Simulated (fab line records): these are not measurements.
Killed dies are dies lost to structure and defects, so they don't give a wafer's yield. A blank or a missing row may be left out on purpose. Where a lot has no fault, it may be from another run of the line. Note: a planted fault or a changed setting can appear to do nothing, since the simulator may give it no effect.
Problem report, 8D (eight disciplines) form, completed by code    flow nand harc    the parts of the form that need people (team, actions taken, sign-off) are left out

1. WHAT WENT WRONG
Mean of run length s at NHARC_A_CHANNEL_FILL_D2_ETCHBACK_08: 149.7 s across 3 wafers in 3 lots; on wafers with no fault it is 131.2 s (standard deviation 0.32). Relative to the usual mean, that is a shift of +58 standard deviations.
The step: etches the open film in C4F8, target depth 220 nm, time 110 s.
Seen first at day 18 18:49 on rie diel-11, wafer L588.3. At this step, 38 wafers from 13 lots have a number in the record. Rule for "out", or "out of limits": more than 4 standard deviations from the usual mean. The other wafers with a number count as sound.

2. WHAT IT IS, AND WHAT IT ISN'T
question                     is                      is not
which readings at this step  run length s            oes product au, rf vpp V
which lots                   L588, L589, L591        L580, L585, L593, L596, L598, L599, L600, L601, L602, L603
which wafers of those lots   L588.3, L589.2, L591.3  L588.1, L588.4, L589.4, L589.5, L591.6
read on which tools          rie diel-11             rie diel-08, rie diel-12
when                         from day 18 18:49       up to then (8 sound wafers); but 27 sound wafers of L589, L591, L593, L596, L598, L599, L600, L601, L602, L603 came after

3. SUSPECTS, AND WHAT RULES EACH OUT
Counting: any tool at a process step up to the reading remains a suspect provided it ran every lot that is out. Sound lots after the first of them don't rule it out here, since some wafers of a struck lot are sound.
- rie diel-11 at NHARC_A_CHANNEL_FILL_D2_ETCHBACK_08 (etches the open film in C4F8, target depth 220 nm, time 110 s): kept. It ran every lot that is out, first L588 (day 18 18:49). Its own readings are out on those wafers: run length s.
After counting, what remains is rie diel-11 at NHARC_A_CHANNEL_FILL_D2_ETCHBACK_08.

4. THE CAUSE (what the simulator had put in)
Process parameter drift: rie diel-11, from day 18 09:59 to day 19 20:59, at NHARC_A_CHANNEL_FILL_D2_ETCHBACK_08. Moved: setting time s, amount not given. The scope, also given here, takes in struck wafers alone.
After counting, this tool was the only one left.

5. THE EFFECT CHAIN, in route order
Rows list readings where the struck wafers' mean (over those with a number) sits beyond 3 standard deviations from the usual. Only readings whose record carries a usual standard deviation are examined. hours: median over the lots of the time between each lot's start at the first step of this table that gives one and its start at this step. sigmas: the change, counted in usual standard deviations.
hours  step                                 reading       usual    on struck wafers  change  sigmas
0      NHARC_A_CHANNEL_FILL_D2_ETCHBACK_08  run length s  131.2 s  149.7             +18.5   +58
The process steps in it:
- NHARC_A_CHANNEL_FILL_D2_ETCHBACK_08: etches the open film in C4F8, target depth 220 nm, time 110 s.
Later measuring or inspecting steps at which every struck wafer that the step has a row for has a number for every such reading, and none has moved that far: NHARC_A_CHANNEL_FILL_D2_INSPECT_13.

6. WHAT WOULD HAVE CAUGHT IT SOONER
The fault began at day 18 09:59; the first out-of-limits reading in this record came at day 18 18:49, 9 hours later.
